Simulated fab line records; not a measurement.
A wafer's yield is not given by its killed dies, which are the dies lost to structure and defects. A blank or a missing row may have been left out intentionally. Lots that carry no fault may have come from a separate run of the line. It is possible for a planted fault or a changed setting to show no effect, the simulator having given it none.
Problem report, 8D (eight disciplines) form, completed by code :: flow nand_harc :: the parts of the form that need people (team, actions taken, sign-off) are left out

== 1. PROBLEM STATEMENT ==
Wafers without a fault read 998 nm, standard deviation 9.7; thk_nm at NHARC_A_ONON_D1_THK_MEAS_11 reads a mean of 690 nm on 2 wafers belonging to 2 lots. Relative to the usual mean, that is a shift of -32 standard deviations.
The step: measures by ellipsometry.
The first sign was on wafer L217.1 at day 12 06:40, on film_metro-01. The record has a number at this step for 36 wafers belonging to 12 lots. Rule for "out" (also "out of limits"): further than 4 standard deviations from the usual mean. The rest of the wafers with a number are treated as sound.

== 2. WHAT THIS IS AND IS NOT ==
question: which readings at this step
is: thk_nm
is not: -

question: which lots
is: L217, L218
is not: L206, L208, L209, L211, L214, L224, L225, L226, L227, L229

question: which wafers of those lots
is: L217.1, L218.1
is not: L217.2, L217.6, L218.2, L218.5

question: read on which gauges
is: film_metro-01
is not: film_metro-02

question: when
is: from day 12 06:40
is not: up to then (17 sound wafers); but 17 sound wafers of L218, L224, L225, L226, L227, L229 came after

== 3. THE SUSPECTS, EACH WITH WHAT RULES IT OUT ==
Counting: any tool at a process step up to the reading remains a suspect provided it ran every lot that is out. Sound lots after the first of them don't rule it out here, since some wafers of a struck lot are sound.
- the gauge at NHARC_A_ONON_D1_THK_MEAS_11: ruled out. All the wafers that are out were read on film_metro-01, but those of them that NHARC_END_SORT_01 has rows for are out there too, on other tools.
- pvd_sputter-02 at NHARC_P_BONDPAD_DEGAS_25 (time 60 s): kept. Ran every lot that is out, first one L217 (day 11 03:50); last sound lot up to then L208 (day 7 11:05).
- pvd_sputter-02 at NHARC_P_BONDPAD_PRE_CLEAN_26 (time 30 s): kept. Ran every lot that is out, first one L217 (day 12 06:10); last sound lot up to then L208 (day 8 13:44). With no start given for some of its lots, NHARC_P_BONDPAD_PRE_CLEAN_26 uses the hours and lot order of NHARC_A_ONON_D1_DEP_09.
- pecvd_onon-04 at NHARC_A_ONON_D1_DEP_09 (target thk 1000 nm): kept. Ran every lot that is out, first one L217 (day 12 06:10); last sound lot up to then L214 (day 10 23:34).
pvd_sputter-02 at NHARC_P_BONDPAD_DEGAS_25, pvd_sputter-02 at NHARC_P_BONDPAD_PRE_CLEAN_26 and pecvd_onon-04 at NHARC_A_ONON_D1_DEP_09 are what is left after counting.

== 4. THE CAUSE (what the simulator had put in) ==
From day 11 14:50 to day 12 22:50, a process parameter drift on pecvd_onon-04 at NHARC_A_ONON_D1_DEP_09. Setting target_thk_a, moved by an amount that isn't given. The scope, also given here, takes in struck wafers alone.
Counting left 3 suspects, and this tool is among them.

== 5. SEQUENCE OF EFFECTS, ordered by route ==
Rows list readings where the struck wafers' mean (over those with a number) sits beyond 3 standard deviations from the usual. Only readings whose record carries a usual standard deviation are examined. hours: median over the lots of the time between each lot's start at the first step of this table that gives one and its start at this step. sigmas: the change, counted in usual standard deviations.
hours: 0
step: NHARC_A_ONON_D1_THK_MEAS_11
reading: thk_nm
usual: 998 nm
on struck wafers: 690
change: -308
sigmas: -32

hours: 398
step: NHARC_END_SORT_01
reading: killed_at_array
usual: 56
on struck wafers: 670
change: +614
sigmas: +31

hours: 398
step: NHARC_END_SORT_01
reading: killed_dies
usual: 61
on struck wafers: 677
change: +616
sigmas: +29

== 6. WHAT WOULD HAVE CAUGHT IT SOONER ==
In this record the first reading out of limits at a measuring or inspecting step was taken at day 12 06:40, 16 hours after the fault began at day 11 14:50.
Of the tool readings at NHARC_A_ONON_D1_DEP_09 for which the record gives a usual standard deviation, none was out on any struck wafer, so an alarm limit of 4 standard deviations on them would not have fired.
Lots out: 2; of these, L218 started NHARC_A_ONON_D1_DEP_09 on pecvd_onon-04 after day 12 06:40. A hold on the tool at that time would have spared it.
